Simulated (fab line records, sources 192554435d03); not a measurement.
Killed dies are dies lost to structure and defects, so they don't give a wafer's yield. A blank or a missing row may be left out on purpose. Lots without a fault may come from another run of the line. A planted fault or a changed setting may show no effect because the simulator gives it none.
Chamber matching | flow n5_finfet | N5_DUMMY_GATE_DESCUM_20 on rie_diel-03: 3 sister chambers
The step chemistry O2, time 6.2 s. 16 wafers are shown with their chamber, then 8 later ones without.

WAFERS WITH THEIR CHAMBER
wafer  | chamber | throttle_valve_pct (%) | showerhead_plenum_p_Torr (Torr) | oes_product_au (a.u.)
L074.1 | 1       | 20.1                   | 2.08                            | 0.78
L074.4 | 2       | 20.7                   | 2.01                            | 0.71
L074.5 | 2       | 20.7                   | 2.01                            | 0.72
L080.3 | 0       | 20.0                   | 2.13                            | 0.90
L080.4 | 2       | 20.7                   | 2.01                            | 0.71
L080.5 | 0       | 20.0                   | 2.13                            | 0.90
L081.2 | 2       | 20.8                   | 2.01                            | 0.71
L081.3 | 1       | 20.1                   | 2.07                            | 0.77
L081.5 | 2       | 20.8                   | 2.01                            | 0.71
L088.1 | 0       | 20.0                   | 2.13                            | 0.87
L088.3 | 1       | 20.1                   | 2.07                            | 0.76
L088.4 | 2       | 20.8                   | 2.00                            | 0.70
L092.1 | 0       | 20.0                   | 2.12                            | 0.86
L092.2 | 1       | 20.1                   | 2.07                            | 0.75
L092.3 | 2       | 20.8                   | 2.00                            | 0.70
L094.1 | 2       | 20.8                   | 2.00                            | 0.70

SIGNATURES (means of the wafers above)
reading                  | chamber 0 | chamber 1 | chamber 2 | scatter within a chamber
throttle_valve_pct       | 20.000    | 20.100    | 20.762    | 0.038
showerhead_plenum_p_Torr | 2.1275    | 2.0725    | 2.0062    | 0.0051
oes_product_au           | 0.8825    | 0.7650    | 0.7075    | 0.0128
Rule: a wafer's distance from a chamber is the root of the sum, over the readings, of the square of ((its reading less the chamber's mean) divided by the reading's scatter). The wafer belongs to the nearest chamber; if the next one is less than 2 further off, it can't be placed. The scatter: the root of (the sum of the squares of (reading less its chamber's mean) over the shown wafers, divided by (wafers less chambers)).

WAFERS WITHOUT THEIR CHAMBER
wafer  | throttle_valve_pct (%) | showerhead_plenum_p_Torr (Torr) | oes_product_au (a.u.)
L094.5 | 20.0                   | 2.12                            | 0.86
L094.6 | 20.1                   | 2.07                            | 0.76
L096.2 | 20.0                   | 2.12                            | 0.85
L096.4 | 20.8                   | 2.00                            | 0.69
L096.6 | 20.8                   | 2.00                            | 0.69
L097.3 | 20.0                   | 2.12                            | 0.86
L097.5 | 20.1                   | 2.06                            | 0.76
L097.6 | 20.0                   | 2.12                            | 0.85

WHICH CHAMBER EACH WENT THROUGH
wafer  | from the rows above | in truth
L094.5 | 0                   | 0
L094.6 | 1                   | 1
L096.2 | 0                   | 0
L096.4 | 2                   | 2
L096.6 | 2                   | 2
L097.3 | 0                   | 0
L097.5 | 1                   | 1
L097.6 | 0                   | 0
Placed correctly: 8 of 8. Can't be placed from these rows: 0. Placed wrongly: 0.
